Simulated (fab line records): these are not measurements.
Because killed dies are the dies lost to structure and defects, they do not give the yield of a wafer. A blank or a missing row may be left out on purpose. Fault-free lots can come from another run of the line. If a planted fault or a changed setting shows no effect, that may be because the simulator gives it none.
Which tool is to blame? | flow nand-harc | 24 lots, 72 wafers sampled, at 5 steps of a route of 1302

== WHAT THE GAUGES SHOWED, per wafer ==
NHARC_A_BLC_CD_MEAS_10: the cd target is 100 nm. Usual: cd-nm at 100.7 nm, with a standard deviation of 0.88.
lot  | measured     | on        | cd-nm (nm)        | flag
L074 | day 22 14:14 | cd-sem-01 | 100.8 103.0 101.6 |
L075 | day 22 15:04 | cd-sem-01 | 100.4 100.9 100.0 |
L077 | day 23 03:55 | cd-sem-02 | 100.7 100.4 101.2 |
L076 | day 23 05:41 | cd-sem-01 | 101.8 102.5 101.3 |
L078 | day 23 18:34 | cd-sem-01 | 99.6 101.4 100.9  |
L080 | day 24 02:52 | cd-sem-02 | 100.3 101.8 100.7 |
L081 | day 25 05:43 | cd-sem-01 | 100.9 99.8 101.6  |
L079 | day 25 06:43 | cd-sem-03 | 100.8 100.3 99.6  |
L082 | day 25 22:22 | cd-sem-01 | 102.2 100.9 101.0 |
L083 | day 25 23:59 | cd-sem-03 | 100.1 99.9 101.1  |
L084 | day 26 22:04 | cd-sem-03 | 101.6 100.9 101.7 |
L085 | day 27 14:50 | cd-sem-01 | 99.8 99.7 100.1   |
L087 | day 27 16:03 | cd-sem-01 | 100.6 100.0 100.2 |
L086 | day 27 23:20 | cd-sem-03 | 101.3 101.0 101.7 |
L089 | day 28 12:23 | cd-sem-02 | 100.0 100.1 100.5 |
L088 | day 28 15:39 | cd-sem-03 | 101.5 100.7 101.0 |
L091 | day 29 05:34 | cd-sem-01 | 99.6 99.6 99.8    |
L090 | day 29 10:52 | cd-sem-03 | 99.1 99.1 98.3    |
L092 | day 29 18:11 | cd-sem-03 | 101.0 102.2 100.8 |
L093 | day 29 22:46 | cd-sem-02 | 101.4 100.2 99.8  |
L095 | day 30 22:19 | cd-sem-01 | 100.8 99.7 99.6   |
L094 | day 31 00:01 | cd-sem-03 | 102.0 102.4 102.2 |
L097 | day 31 07:11 | cd-sem-03 | 101.4 102.0 101.4 |
L096 | day 31 15:05 | cd-sem-01 | 100.4 100.1 100.2 |

NHARC_A_BLC_INSPECT_12. Usual: raw-defect-count at 87, with a standard deviation of 47.
lot  | measured     | on                | raw-defect-count | flag
L074 | day 22 14:21 | defect-inspect-01 | 105 83 80        |
L075 | day 22 15:11 | defect-inspect-02 | 131 128 116      |
L077 | day 23 04:03 | defect-inspect-02 | 27 21 18         |
L076 | day 23 05:49 | defect-inspect-01 | 139 156 143      |
L078 | day 23 18:42 | defect-inspect-01 | 158 143 155      |
L080 | day 24 02:59 | defect-inspect-02 | 91 86 91         |
L081 | day 25 05:51 | defect-inspect-02 | 143 187 160      |
L079 | day 25 06:50 | defect-inspect-02 | 73 67 65         |
L082 | day 25 22:29 | defect-inspect-01 | 146 150 191      |
L083 | day 26 00:07 | defect-inspect-01 | 34 37 30         |
L084 | day 26 22:10 | defect-inspect-02 | 76 79 74         |
L085 | day 27 14:58 | defect-inspect-02 | 107 94 115       |
L087 | day 27 16:11 | defect-inspect-01 | 56 52 54         |
L086 | day 27 23:27 | defect-inspect-01 | 85 98 85         |
L089 | day 28 12:31 | defect-inspect-01 | 26 22 37         |
L088 | day 28 15:46 | defect-inspect-02 | 139 135 132      |
L091 | day 29 05:41 | defect-inspect-02 | 27 28 30         |
L090 | day 29 11:00 | defect-inspect-01 | 161 136 140      |
L092 | day 29 18:19 | defect-inspect-02 | 59 72 58         |
L093 | day 29 22:53 | defect-inspect-02 | 36 39 36         |
L095 | day 30 22:26 | defect-inspect-01 | 117 137 148      |
L094 | day 31 00:08 | defect-inspect-02 | 50 38 51         |
L097 | day 31 07:18 | defect-inspect-02 | 49 57 75         |
L096 | day 31 15:13 | defect-inspect-01 | 49 49 37         |

== WHICH TOOL RAN EACH LOT (tool, then ch and the chambers of the sampled wafers, then the start) ==
lot  | NHARC_A_CONTACT_ETCH_130             | NHARC_A_CONTACT_ETCH_89                       | NHARC_A_CONTACT_ETCH_110
L074 | har-cap-etch-03 ch 0,1, day 22 01:31 | rie-diel-11 ch 1,2,3, day 22 11:36 or earlier | rie-diel-11 ch 1,2,3, day 22 11:36
L075 | har-cap-etch-02 ch 0,1, day 22 01:52 | rie-diel-09 ch 2,3, day 22 12:26 or earlier   | rie-diel-11 ch 0,1,2, day 22 12:26
L077 | har-cap-etch-02 ch 0,1, day 22 16:51 | rie-diel-11 ch 0,1,3, day 23 01:24 or earlier | rie-diel-10 ch 0,2, day 23 01:24
L076 | har-cap-etch-03 ch 0,1, day 22 18:20 | rie-diel-10 ch 0,1,2, day 23 02:59 or earlier | rie-diel-09 ch 0,1,2, day 23 02:59
L078 | har-cap-etch-02 ch 0,1, day 23 07:17 | rie-diel-09 ch 0,1, day 23 15:55 or earlier   | rie-diel-09 ch 0,3, day 23 15:55
L080 | har-cap-etch-01 ch 0,1, day 23 14:52 | rie-diel-11 ch 0,2,3, day 24 00:13 or earlier | rie-diel-11 ch 0,1,3, day 24 00:13
L081 | har-cap-etch-03 ch 0,1, day 24 14:35 | rie-diel-11 ch 1,2,3, day 25 03:06 or earlier | rie-diel-11 ch 1,2, day 25 03:06
L079 | har-cap-etch-02 ch 0,1, day 24 17:02 | rie-diel-11 ch 0,1, day 25 03:58 or earlier   | rie-diel-11 ch 1,2,3, day 25 03:58
L082 | har-cap-etch-02 ch 0,1, day 25 10:12 | rie-diel-11 ch 0,1, day 25 19:50 or earlier   | rie-diel-11 ch 0,1,3, day 25 19:50
L083 | har-cap-etch-01 ch 0,1, day 25 12:36 | rie-diel-11 ch 1,3, day 25 21:28 or earlier   | rie-diel-11 ch 1,2, day 25 21:28
L084 | har-cap-etch-03 ch 0,1, day 26 10:52 | rie-diel-10 ch 1,2, day 26 19:25 or earlier   | rie-diel-10 ch 0,1,2, day 26 19:25
L085 | har-cap-etch-01 ch 0,1, day 26 23:56 | rie-diel-11 ch 0,1,3, day 27 12:11 or earlier | rie-diel-10 ch 1,2, day 27 12:11
L087 | har-cap-etch-03 ch 0,1, day 27 02:46 | rie-diel-11 ch 0,1,3, day 27 13:25 or earlier | rie-diel-11 ch 0,1,2, day 27 13:25
L086 | har-cap-etch-02 ch 0,1, day 27 10:34 | rie-diel-10 ch 0,1,2, day 27 20:41 or earlier | rie-diel-10 ch 0,1,2, day 27 20:41
L089 | har-cap-etch-01 ch 0,1, day 28 00:50 | rie-diel-11 ch 0,1,2, day 28 09:34 or earlier | rie-diel-09 ch 0,1, day 28 09:34
L088 | har-cap-etch-02 ch 0,1, day 28 02:04 | rie-diel-11 ch 1,2, day 28 13:01 or earlier   | rie-diel-10 ch 0,2,3, day 28 13:01
L091 | har-cap-etch-01 ch 0,1, day 28 15:53 | rie-diel-11 ch 0,2,3, day 29 02:55 or earlier | rie-diel-11 ch 0,1,3, day 29 02:55
L090 | har-cap-etch-03 ch 0,1, day 28 18:47 | rie-diel-11 ch 0,1,3, day 29 04:07            | rie-diel-11 ch 1,2, day 29 07:29
L092 | har-cap-etch-03 ch 0,1, day 29 05:26 | rie-diel-11 ch 0,1, day 29 15:31 or earlier   | rie-diel-09 ch 1,2, day 29 15:31
L093 | har-cap-etch-02 ch 0,1, day 29 11:03 | rie-diel-11 ch 0,1,3, day 29 20:08 or earlier | rie-diel-11 ch 0,1,2, day 29 20:08
L095 | har-cap-etch-02 ch 0,1, day 30 09:55 | rie-diel-11 ch 0,2,3, day 30 19:40 or earlier | rie-diel-11 ch 0,1,3, day 30 19:40
L094 | har-cap-etch-03 ch 0,1, day 30 10:55 | rie-diel-11 ch 1,2,3, day 30 21:22 or earlier | rie-diel-11 ch 0,1,3, day 30 21:22
L097 | har-cap-etch-03 ch 0,1, day 30 19:07 | rie-diel-11 ch 1,2,3, day 31 04:32 or earlier | rie-diel-11 ch 1,2,3, day 31 04:32
L096 | har-cap-etch-02 ch 1, day 31 02:39   | rie-diel-09 ch 1,2, day 31 12:34 or earlier   | rie-diel-11 ch 1,2,3, day 31 12:34
- NHARC_A_CONTACT_ETCH_130: etches the open film in C4F8/O2/Ar, time 197 s, target depth 1918 nm.
- NHARC_A_CONTACT_ETCH_89: etches the open film in N2/H2, target depth 260 nm, time 475.3 s.
- NHARC_A_CONTACT_ETCH_110: etches the open film in CF4/O2, target depth 60 nm, overetch 6 nm, time 33 s.

== AS READ BY THE TOOLS THEMSELVES (means over the sampled wafers that have a number; for cases with no such wafer, the mark the record gives instead) ==
NHARC_A_CONTACT_ETCH_89. Usual: drypump-motor-current-A 5.8 A, standard deviation 0.33; oes-product-au 0.998 a.u., standard deviation 0.013; rf-vpp-V 430.7 V, standard deviation 2; showerhead-plenum-p-Torr 2.04 Torr, standard deviation 0.06; throttle-valve-pct 14.170 %, standard deviation 0.0092.
lot  | tool        | drypump-motor-current-A (A) | oes-product-au (a.u.) | rf-vpp-V (V) | showerhead-plenum-p-Torr (Torr) | throttle-valve-pct (%) | flag
L074 | rie-diel-11 | 5.9                         | 1.009                 | 432.4        | 2.10                            | 14.170                 |
L075 | rie-diel-09 | 5.9                         | 0.994                 | 428.8        | 1.99                            | 14.168                 |
L077 | rie-diel-11 | 6.0                         | 1.000                 | 431.4        | 2.07                            | 14.174                 |
L076 | rie-diel-10 | 5.5                         | 0.991                 | 429.6        | 2.01                            | 14.168                 |
L078 | rie-diel-09 | 6.1                         | 1.019                 | 429.0        | 1.99                            | 14.177                 |
L080 | rie-diel-11 | 5.8                         | 1.015                 | 431.6        | 2.07                            | 14.178                 |
L081 | rie-diel-11 | 5.9                         | 1.011                 | 432.6        | 2.10                            | 14.164                 |
L079 | rie-diel-11 | 5.9                         | 0.993                 | 429.9        | 2.02                            | 14.167                 |
L082 | rie-diel-11 | 5.9                         | 0.987                 | 431.1        | 2.04                            | 14.172                 |
L083 | rie-diel-11 | 6.1                         | 0.995                 | 432.6        | 2.09                            | 14.176                 |
L084 | rie-diel-10 | 5.5                         | 0.975                 | 430.2        | 2.01                            | 14.179                 |
L085 | rie-diel-11 | 6.0                         | 1.000                 | 431.4        | 2.07                            | 14.164                 |
L087 | rie-diel-11 | 6.0                         | 0.999                 | 431.3        | 2.07                            | 14.170                 |
L086 | rie-diel-10 | 5.5                         | 0.980                 | 428.9        | 2.00                            | 14.163                 |
L089 | rie-diel-11 | 5.7                         | 1.003                 | 431.6        | 2.05                            | 14.161                 |
L088 | rie-diel-11 | 5.8                         | 0.997                 | 430.9        | 2.07                            | 14.173                 |
L091 | rie-diel-11 | 5.8                         | 1.002                 | 430.9        | 2.07                            | 14.166                 |
L090 | rie-diel-11 | 6.0                         | 1.004                 | 431.0        | 2.06                            | 14.171                 |
L092 | rie-diel-11 | 5.9                         | 1.002                 | 430.6        | 2.04                            | 14.175                 |
L093 | rie-diel-11 | 6.0                         | 1.007                 | 431.6        | 2.06                            | 14.181                 |
L095 | rie-diel-11 | 5.8                         | 0.996                 | 430.8        | 2.06                            | 14.163                 |
L094 | rie-diel-11 | 5.9                         | 0.991                 | 432.7        | 2.09                            | 14.165                 |
L097 | rie-diel-11 | 5.9                         | 0.996                 | 432.7        | 2.09                            | 14.167                 |
L096 | rie-diel-09 | 6.2                         | 0.992                 | 426.6        | 1.91                            | 14.165                 |

NHARC_A_CONTACT_ETCH_110. Usual: drypump-motor-current-A 5.8 A, standard deviation 0.36; oes_o_777_au 1.001 a.u., standard deviation 0.0052; oes-product-au 0.998 a.u., standard deviation 0.012; rf-vpp-V 197.8 V, standard deviation 1.1; showerhead-plenum-p-Torr 1.33 Torr, standard deviation 0.039; throttle-valve-pct 13.398 %, standard deviation 0.0097.
lot  | tool        | drypump-motor-current-A (A) | oes_o_777_au (a.u.) | oes-product-au (a.u.) | rf-vpp-V (V) | showerhead-plenum-p-Torr (Torr) | throttle-valve-pct (%) | flag
L074 | rie-diel-11 | 5.9                         | 0.998               | 1.007                 | 199.1        | 1.37                            | 13.403                 |
L075 | rie-diel-11 | 5.7                         | 0.997               | 0.999                 | 197.2        | 1.34                            | 13.393                 |
L077 | rie-diel-10 | 5.7                         | 1.001               | 0.992                 | 197.6        | 1.30                            | 13.410                 |
L076 | rie-diel-09 | 6.1                         | 0.998               | 1.013                 | 196.7        | 1.29                            | 13.397                 |
L078 | rie-diel-09 | 6.0                         | 0.999               | 1.014                 | 197.2        | 1.32                            | 13.396                 |
L080 | rie-diel-11 | 6.0                         | 0.998               | 1.008                 | 198.1        | 1.36                            | 13.410                 |
L081 | rie-diel-11 | 5.5                         | 1.001               | 1.005                 | 197.8        | 1.36                            | 13.398                 |
L079 | rie-diel-11 | 5.9                         | 1.005               | 1.005                 | 198.3        | 1.37                            | 13.390                 |
L082 | rie-diel-11 | 6.0                         | 1.002               | 0.999                 | 198.9        | 1.35                            | 13.394                 |
L083 | rie-diel-11 | 5.6                         | 1.003               | 0.997                 | 199.1        | 1.36                            | 13.399                 |
L084 | rie-diel-10 | 5.5                         | 1.002               | 0.986                 | 197.4        | 1.31                            | 13.392                 |
L085 | rie-diel-10 | 5.2                         | 0.999               | 0.983                 | 198.0        | 1.33                            | 13.394                 |
L087 | rie-diel-11 | 5.7                         | 0.997               | 0.994                 | 198.7        | 1.34                            | 13.399                 |
L086 | rie-diel-10 | 5.5                         | 1.007               | 0.982                 | 197.0        | 1.31                            | 13.404                 |
L089 | rie-diel-09 | 6.1                         | 0.994               | 1.013                 | 196.1        | 1.30                            | 13.400                 |
L088 | rie-diel-10 | 5.9                         | 1.005               | 0.990                 | 195.7        | 1.29                            | 13.387                 |
L091 | rie-diel-11 | 6.0                         | 1.006               | 0.994                 | 198.5        | 1.35                            | 13.398                 |
L090 | rie-diel-11 | 5.5                         | 0.996               | 0.993                 | 198.0        | 1.36                            | 13.396                 |
L092 | rie-diel-09 | 6.2                         | 1.003               | 0.996                 | 197.3        | 1.27                            | 13.403                 |
L093 | rie-diel-11 | 5.7                         | 0.998               | 0.989                 | 196.9        | 1.34                            | 13.404                 |
L095 | rie-diel-11 | 6.0                         | 1.004               | 1.001                 | 198.5        | 1.35                            | 13.405                 |
L094 | rie-diel-11 | 6.0                         | 0.999               | 1.001                 | 198.0        | 1.35                            | 13.396                 |
L097 | rie-diel-11 | 5.9                         | 1.004               | 0.992                 | 198.4        | 1.37                            | 13.396                 |
L096 | rie-diel-11 | 5.9                         | 1.001               | 0.996                 | 198.8        | 1.37                            | 13.392                 |

== THE ANSWER, worked out from the rows above alone ==
Rule: lot off if the mean of its wafers having a number is beyond 3 standard deviations from the usual mean. A lot without any number at a reading at which 4 lots or more have one is off too. Where the step has rows for the other lots, those lots are counted as sound. After the gauges, taken in route order, come the tools' own readings; for these a lot's mean is taken, as printed above. The first step at which some lot is off is used, and at that step the reading that is off furthest; a lot without a number counts as furthest.
No lot is off on any of the readings shown, so nothing can be concluded from this.

== WHAT WAS PUT IN BY THE SIMULATOR ==
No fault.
